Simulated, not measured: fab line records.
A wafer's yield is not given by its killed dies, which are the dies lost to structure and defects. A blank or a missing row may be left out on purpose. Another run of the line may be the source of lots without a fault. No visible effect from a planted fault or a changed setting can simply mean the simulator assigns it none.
fab line records -- flow n5Finfet
[record] lots = 10, wafers = 30, lastDay = 17
route steps=1938 shown HKMG_FIN@386 BEOL_M4@1111
lots that met no fault: taken from a fault-free run of the same line
startH: start of the lot's first displayed wafer, in hours after the record's first day -- waitH: hours since the lot's step before -- " as in the row above -- L1.1+2: a single row standing in for several wafers -- - either no value or no given start -- * or withheld: withheld -- < > ~ a bound
route shown NAME@n: names a module that has steps shown in the file, with the first one's number in the route -- usual: the fault-free wafers' mean and standard deviation -- same: alike in all rows -- chamber/n: place in a boat -- sites: each site's reading -- _std_site: their standard deviation -- _edge_site: the outer-site mean with the inner-site mean subtracted -- radiusMm: for every site, how far away it sits from the centre of the wafer -- mask NAME#n: copy n -- behind: tool/chamber where the wafer was last shaped -- hold: why the lot went on hold/how many hours it stayed there/how the hold came to an end -- device: the n, p or np transistor that did not switch -- end of line: the route-end tests of the same wafers -- a step given without rows: its recipe and nothing more -- killed: not the wafer's yield, but the dies lost to structure and defects at the first sort -- map: a wafer's dies, marking killed ones x, the rest . and places with no die _
set.NAME: the run value of the setting; set.NAME@STEP: its run value at that earlier step -- model.NAME: the simulator's own value behind a step, which no gauge read
steps of the route over a sample of lots; a table a step, a row a wafer
services: a tool's chamber out of use, with start hour (startH, from the record's first day; less than 0 if before it), hours out, and reason
[[steps]]
[step N5_HKMG_FIN_HK_ALD_01]
[recipe] material = HfO2, targetThkA = 16, tempC = withheld, aldPrecursorFamily = HfCl4, aldCoReactant = H2O, pulseTimeS = 3, purgeTimeS = 3, coReactantPurgeTimeS = 2.5, coReactantPulseTimeS = 0.3, aldCycles = 30
[usual] coReactantPulseTimeS = 0.3/0, precursorPulseHeightRel = 0.997/0.019
[same] coReactantPurgeTimeS = 2.5, pulseTimeS = 3, purgeTimeS = 3
lot.wafer,tool,chamber,startH,waitH,coReactantPulseTimeS,precursorPulseHeightRel
L333.1,aldHk-02,3,73.36,0.1,0.3,0.968
L333.2,aldHk-02,1,73.36,0.1,0.3,1.009
L333.5,aldHk-02,1,73.36,0.1,0.3,0.989
L334.1,aldHk-02,3,76.29,0.1,0.3,1.003
L334.2,aldHk-02,1,76.29,0.1,0.3,1.012
L334.3,aldHk-02,2,76.29,0.1,0.3,0.991
L335.3,aldHk-03,2,81.41,0.0,0.3,1.005
L335.4,aldHk-03,0,81.41,0.0,0.3,1.003
L335.6,aldHk-03,0,81.41,0.0,0.3,1.019
L339.1,aldHk-01,3,109.18,0.0,0.3,0.961
L339.4,aldHk-01,2,109.18,0.0,0.3,0.976
L339.5,aldHk-01,3,109.18,0.0,0.3,0.968
L341.1,aldHk-01,2,119.01,0.0,0.3,0.987
L341.3,aldHk-01,1,119.01,0.0,0.3,1.000
L341.5,aldHk-01,0,119.01,0.0,0.3,0.980
L347.2,aldHk-03,1,154.55,0.0,0.3,0.994
L347.4,aldHk-03,2,154.55,0.0,0.3,0.968
L347.6,aldHk-03,3,154.55,0.0,0.3,1.012
L351.3,aldHk-03,0,178.89,0.0,0.3,1.000
L351.4,aldHk-03,2,178.89,0.0,0.3,0.989
L351.6,aldHk-03,1,178.89,0.0,0.3,0.966
L353.1,aldHk-02,2,195.28,0.0,0.3,0.993
L353.5,aldHk-02,3,195.28,0.0,0.3,1.026
L353.6,aldHk-02,2,195.28,0.0,0.3,1.016
L354.2,aldHk-02,0,196.14,0.0,0.3,0.981
L354.5,aldHk-02,3,196.14,0.0,0.3,0.976
L354.6,aldHk-02,2,196.14,0.0,0.3,0.981
L355.1,aldHk-02,0,204.31,0.0,0.3,0.980
L355.2,aldHk-02,2,204.31,0.0,0.3,0.992
L355.3,aldHk-02,1,204.31,0.0,0.3,1.017
[step N5_HKMG_FIN_ALD_75]
[recipe] material = Al2O3, targetThkA = 10, tempC = 150, aldPrecursorFamily = TMA, aldCoReactant = H2O, pulseTimeS = withheld, coReactantPulseTimeS = 1
[usual] heaterPowerW = 151/15, precursorPulseHeightRel = 1.000/0.022
lot.wafer,tool,chamber,startH,waitH,heaterPowerW,precursorPulseHeightRel
L333.1,aldHk-01,1,74.15,0.0,146,1.020
L333.2,aldHk-01,0,74.15,0.0,138,0.994
L333.5,aldHk-01,3,74.15,0.0,133,1.009
L334.1,aldHk-01,3,77.25,0.0,136,1.001
L334.2,aldHk-01,2,77.25,0.0,148,0.994
L334.3,aldHk-01,1,77.25,0.0,144,1.010
L335.3,aldHk-02,2,81.96,0.1,132,1.045
L335.4,aldHk-02,1,81.96,0.1,186,1.002
L335.6,aldHk-02,2,81.96,0.1,132,1.046
L339.1,aldHk-03,2,109.66,0.0,167,0.979
L339.4,aldHk-03,1,109.66,0.0,160,1.004
L339.5,aldHk-03,2,109.66,0.0,166,0.990
L341.1,aldHk-02,3,119.48,0.0,159,1.014
L341.3,aldHk-02,2,119.48,0.0,133,0.996
L341.5,aldHk-02,0,119.48,0.0,159,0.989
L347.2,aldHk-02,3,155.03,0.0,158,0.991
L347.4,aldHk-02,1,155.03,0.0,184,0.980
L347.6,aldHk-02,3,155.03,0.0,158,0.985
L351.3,aldHk-01,2,179.39,0.0,151,0.999
L351.4,aldHk-01,1,179.39,0.0,145,1.015
L351.6,aldHk-01,2,179.39,0.0,150,0.975
L353.1,aldHk-03,0,195.76,0.0,147,0.993
L353.5,aldHk-03,3,195.76,0.0,141,1.013
L353.6,aldHk-03,0,195.76,0.0,145,0.992
L354.2,aldHk-03,0,196.61,0.0,140,0.964
L354.5,aldHk-03,1,196.61,0.0,164,1.002
L354.6,aldHk-03,2,196.61,0.0,165,1.008
L355.1,aldHk-01,3,204.79,0.0,138,0.973
L355.2,aldHk-01,0,204.79,0.0,137,0.976
L355.3,aldHk-01,2,204.79,0.0,153,1.012
[step N5_HKMG_FIN_CD_MEAS_49]
[recipe] targetCdNm = 202, landingEnergyEv = 500, detector = seInlens, polarity = opening
[usual] cdNm = 202.0/0.55
lot.wafer,tool,chamber,startH,waitH,cdNm
L333.1,cdSem-01,0,74.61,-,202.0
L333.2,cdSem-01,0,74.61,-,202.3
L333.5,cdSem-01,0,74.61,-,201.7
L334.1,cdSem-02,0,77.59,-,202.0
L334.2,cdSem-02,0,77.59,-,201.8
L334.3,cdSem-02,0,77.59,-,202.2
L335.3,cdSem-03,0,82.50,-,201.8
L335.4,cdSem-03,0,82.50,-,201.8
L335.6,cdSem-03,0,82.50,-,201.3
L339.1,cdSem-02,0,110.13,-,202.1
L339.4,cdSem-02,0,110.13,-,201.9
L339.5,cdSem-02,0,110.13,-,202.2
L341.1,cdSem-01,0,119.95,-,202.2
L341.3,cdSem-01,0,119.95,-,202.2
L341.5,cdSem-01,0,119.95,-,202.3
L347.2,cdSem-03,0,155.50,-,201.6
L347.4,cdSem-03,0,155.50,-,201.4
L347.6,cdSem-03,0,155.50,-,200.8
L351.3,cdSem-01,0,179.87,-,203.1
L351.4,cdSem-01,0,179.87,-,202.9
L351.6,cdSem-01,0,179.87,-,202.4
L353.1,cdSem-03,0,196.11,-,202.7
L353.5,cdSem-03,0,196.11,-,201.8
L353.6,cdSem-03,0,196.11,-,202.1
L354.2,cdSem-01,0,196.96,-,202.7
L354.5,cdSem-01,0,196.96,-,202.5
L354.6,cdSem-01,0,196.96,-,202.2
L355.1,cdSem-01,0,205.25,-,201.8
L355.2,cdSem-01,0,205.25,-,201.3
L355.3,cdSem-01,0,205.25,-,202.0
[step N5_HKMG_FIN_ALD_79]
[recipe] material = TiN, targetThkA = 15, tempC = 400, aldPrecursorFamily = TiCl4, aldCoReactant = NH3, pulseTimeS = 1, purgeTimeS = 3, coReactantPurgeTimeS = 2, coReactantPulseTimeS = 2, aldCycles = 68, pressureTorr = 3
[usual] coReactantPulseTimeS = 2/0, heaterPowerW = 893/99, precursorPulseHeightRel = 1.000/0.023
[same] coReactantPurgeTimeS = 2, pulseTimeS = 1, purgeTimeS = 3
lot.wafer,tool,chamber,startH,waitH,coReactantPulseTimeS,heaterPowerW,precursorPulseHeightRel
L333.1,aldMetal-01,1,76.07,0.0,2,1031,1.003
L333.2,aldMetal-01,2,76.07,0.0,2,955,0.983
L333.5,aldMetal-01,0,76.07,0.0,2,936,1.002
L334.1,aldMetal-03,2,79.04,0.0,2,1057,0.996
L334.2,aldMetal-03,0,79.04,0.0,2,900,1.014
L334.3,aldMetal-03,1,79.04,0.0,2,786,0.989
L335.3,aldMetal-03,2,84.15,0.0,2,1046,0.989
L335.4,aldMetal-03,1,84.15,0.0,2,783,0.967
L335.6,aldMetal-03,3,84.15,0.0,2,762,1.027
L339.1,aldMetal-01,0,111.58,0.0,2,953,1.026
L339.4,aldMetal-01,3,111.58,0.0,2,813,1.006
L339.5,aldMetal-01,1,111.58,0.0,2,1027,0.999
L341.1,aldMetal-01,0,121.41,0.0,1.8436,952,0.998
L341.3,aldMetal-01,1,121.41,0.0,1.8436,1008,0.999
L341.5,aldMetal-01,3,121.41,0.0,2,802,0.986
L347.2,aldMetal-01,1,156.96,0.0,2,992,0.984
L347.4,aldMetal-01,0,156.96,0.0,1.8436,922,0.989
L347.6,aldMetal-01,2,156.96,0.0,2,949,1.003
L351.3,aldMetal-03,1,181.55,0.0,2,804,1.017
L351.4,aldMetal-03,2,181.55,0.0,2,1060,0.998
L351.6,aldMetal-03,0,181.55,0.0,2,885,1.001
L353.1,aldMetal-03,0,197.57,0.0,2,866,0.985
L353.5,aldMetal-03,3,197.57,0.0,2,759,1.009
L353.6,aldMetal-03,0,197.57,0.0,2,859,0.998
L354.2,aldMetal-03,0,198.41,0.0,2,861,1.021
L354.5,aldMetal-03,0,198.41,0.0,2,874,0.997
L354.6,aldMetal-03,3,198.41,0.0,2,733,1.033
L355.1,aldMetal-04,0,206.72,0.0,2,947,0.958
L355.2,aldMetal-04,2,206.72,0.0,2,811,0.997
L355.3,aldMetal-04,1,206.72,0.0,2,955,0.947
[step N5_BEOL_M4_RC_MEAS_101]
[usual] DIBL_N = 36.5/1.4, DIBL_P = 36.5/1.6, IOFF_N = 0.163/0.022, IOFF_P = 0.219/0.029, ION_N = 675/8.3, ION_P = 464/6.2, SS_N = 71.5/0.52, SS_P = 73.4/0.57, VT_N = 249.7/2.6, VT_P = -250/3
lot.wafer,tool,chamber,startH,waitH,DIBL_N[mV/V],DIBL_P[mV/V],IOFF_N[nA/um],IOFF_P[nA/um],ION_N[uA/um],ION_P[uA/um],SS_N[mV/dec],SS_P[mV/dec],VT_N[mV],VT_P[mV]
L333.1,prober-02,0,164.98,0.4,35.8,35.3,0.140,0.185,661,459,71.2,72.5,250.8,-250
L333.2,prober-02,0,164.98,0.4,38.3,37.5,0.177,0.224,671,462,72.1,73.1,248.6,-247
L333.5,prober-02,0,164.98,0.4,36.7,37.0,0.152,0.201,670,465,71.2,72.9,249.0,-249
L334.1,prober-01,0,171.17,0.0,38.3,37.0,0.170,0.252,673,472,71.9,73.3,252.2,-249
L334.2,prober-01,0,171.17,0.0,36.7,34.9,0.139,0.215,661,462,71.2,73.9,254.3,-248
L334.3,prober-01,0,171.17,0.0,36.8,34.5,0.136,0.199,669,468,70.9,73.2,253.8,-249
L335.3,prober-01,0,183.48,0.3,37.4,38.1,0.189,0.216,673,455,72.7,73.7,247.7,-251
L335.4,prober-01,0,183.48,0.3,34.2,34.8,0.134,0.174,666,453,71.4,73.3,251.4,-255
L335.6,prober-01,0,183.48,0.3,36.5,38.0,0.174,0.213,676,461,72.3,73.4,250.6,-251
L339.1,prober-02,0,208.24,0.0,33.4,33.0,0.120,0.162,675,459,71.2,72.3,252.0,-251
L339.4,prober-02,0,208.24,0.0,35.9,36.4,0.169,0.212,688,473,72.3,73.6,247.8,-249
L339.5,prober-02,0,208.24,0.0,33.5,33.4,0.123,0.164,666,457,71.3,72.5,251.7,-254
L341.1,prober-01,0,214.70,0.0,33.8,32.7,0.120,0.196,666,468,71.6,72.4,251.9,-247
L341.3,prober-01,0,214.70,0.0,36.2,35.5,0.155,0.244,671,464,71.3,73.1,249.2,-247
L341.5,prober-01,0,214.70,0.0,35.3,34.8,0.140,0.230,676,472,71.5,72.8,250.8,-248
L347.2,prober-02,0,258.71,0.2,34.4,35.2,0.136,0.204,666,464,71.6,73.7,253.6,-250
L347.4,prober-02,0,258.71,0.2,35.7,37.0,0.159,0.217,682,461,71.2,73.5,253.2,-250
L347.6,prober-02,0,258.71,0.2,35.8,36.9,0.158,0.223,670,466,71.7,73.5,249.6,-249
L351.3,prober-01,0,283.00,0.3,37.9,38.8,0.177,0.227,684,464,71.6,73.8,247.7,-250
L351.4,prober-01,0,283.00,0.3,38.4,39.5,0.187,0.243,682,465,71.8,74.3,247.3,-249
L351.6,prober-01,0,283.00,0.3,39.1,39.8,0.197,0.247,685,468,71.8,74.1,247.4,-246
L353.1,prober-02,0,290.68,0.0,38.5,38.0,0.175,0.240,681,464,71.3,74.3,250.5,-247
L353.5,prober-02,0,290.68,0.0,38.7,37.9,0.184,0.244,666,460,71.4,74.3,248.6,-248
L353.6,prober-02,0,290.68,0.0,38.1,37.6,0.174,0.248,685,471,71.4,74.0,247.6,-247
L354.2,prober-01,0,298.36,0.2,35.9,37.2,0.158,0.203,675,467,71.4,73.2,251.6,-253
L354.5,prober-01,0,298.36,0.2,34.6,35.2,0.136,0.166,668,458,70.9,73.3,251.9,-258
L354.6,prober-01,0,298.36,0.2,36.0,37.6,0.166,0.203,682,463,71.8,73.5,249.8,-252
L355.1,prober-02,0,310.36,0.0,35.7,37.9,0.170,0.230,681,472,72.5,73.4,250.1,-248
L355.2,prober-02,0,310.36,0.0,33.3,34.6,0.127,0.184,675,467,71.0,72.6,252.1,-251
L355.3,prober-02,0,310.36,0.0,35.0,36.6,0.151,0.217,675,465,71.1,73.3,250.0,-249
[[services]]
tool,chamber,startH,hours,kind
aldMetal-03,1,50.56,-,calibration
aldMetal-01,-,64.52,2.8,pm
aldMetal-03,1,87.34,3.2,repair
aldHk-01,-,90.28,2.8,pm
aldMetal-04,-,107.79,28.1,pm
aldHk-03,-,127.99,0.7,repair
aldMetal-04,1,147.14,3.4,repair
aldMetal-03,1,150.45,11.6,repair
aldMetal-04,0,151.62,19.0,repair
aldMetal-04,-,199.22,1.0,repair
[[key]]
[firstSign] step = N5_HKMG_FIN_ALD_79, reading = coReactantPulseTimeS, direction = down, sigmas = 99+, usual = *, struck = *
effect none on later readings
metAt N5_HKMG_FIN_ALD_79
struckLots L341,L347
struckWafers L341.1,L341.3,L347.4
notActingAt N5_HKMG_FIN_HK_ALD_01,N5_HKMG_FIN_ALD_75,N5_HKMG_FIN_CD_MEAS_49
onsetBetween 111.58 121.41
[fault] kind = processParameterDrift, tool = aldMetal-01, chamber = -, onsetH = 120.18, steps = N5_HKMG_FIN_ALD_79, channel = coReactantPulseTimeS, offset = *, shape = step, endH = 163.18, scope = struckWafersOnly, actsIn = *, stated = *
